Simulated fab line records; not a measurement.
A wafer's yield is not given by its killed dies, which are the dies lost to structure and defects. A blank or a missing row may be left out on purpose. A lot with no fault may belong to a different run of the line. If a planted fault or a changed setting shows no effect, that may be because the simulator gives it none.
Chamber matching -- flow n5-finfet -- N5_BEOL_M0_SAQP_ALD_48 on ald-sin-04 has 4 sister chambers
The step deposits SiO2, target thk 20 nm, pulse time 1 s, co reactant pulse time 1 s. 18 wafers are shown with their chamber, then 9 later ones without.

WAFERS WITH THEIR CHAMBER
wafer,chamber,heater-power-w (W),precursor-pulse-height-rel,chamber-pressure-Torr (Torr)
L074.1,0,71,1.001,2.002
L074.4,1,70,0.947,2.001
L074.6,2,79,1.033,1.998
L075.2,0,72,1.009,2.002
L075.3,1,70,0.968,1.994
L075.6,0,71,0.998,2.002
L079.1,3,92,0.988,1.999
L079.5,2,80,1.032,2.000
L079.6,1,71,0.988,2.003
L080.1,0,74,1.006,1.995
L080.3,1,69,1.020,2.007
L080.5,1,71,0.982,2.000
L081.1,2,78,0.984,2.002
L081.2,1,71,0.978,2.001
L081.4,1,70,0.970,2.002
L082.2,1,68,0.957,1.987
L082.3,0,73,0.982,2.002
L082.4,1,71,0.990,2.003

SIGNATURES (means of the wafers above)
reading,chamber 0,chamber 1,chamber 2,chamber 3,scatter within a chamber
heater-power-w,72.20,70.11,79.00,92.00,1.12
precursor-pulse-height-rel,0.99920,0.97778,1.01633,0.98800,0.02
chamber-pressure-Torr,2.00060,1.99978,2.00000,1.99900,0.00482
Rule: distance of a wafer from a chamber = root of the sum over the readings of ((wafer's reading minus chamber's mean) / reading's scatter) squared. If the next closest chamber is less than 2 further off than the closest, the wafer can't be placed; otherwise it belongs to the closest. How the scatter is found: for the shown wafers, subtract from each reading the mean of its chamber, square and add these, divide the total by (wafers less chambers), then take the root.

WAFERS WHOSE CHAMBER IS MISSING
wafer,heater-power-w (W),precursor-pulse-height-rel,chamber-pressure-Torr (Torr)
L083.1,92,1.014,1.996
L083.5,71,0.976,1.997
L083.6,94,1.014,1.990
L086.1,92,0.999,2.002
L086.3,78,0.971,1.993
L086.6,94,1.001,2.006
L092.1,80,0.974,1.996
L092.2,70,0.996,1.993
L092.5,80,0.984,2.002

WHICH CHAMBER EACH ONE RAN IN
wafer,from the rows above,in truth
L083.1,3,3
L083.5,can't be placed: 1 or 0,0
L083.6,3,3
L086.1,3,3
L086.3,2,2
L086.6,3,3
L092.1,2,2
L092.2,can't be placed: 1 or 0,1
L092.5,2,2
Correctly placed: 7 of 9. Cannot be placed on the basis of these rows: 2; the candidates contain the true chamber in 2. Wrongly placed: 0.
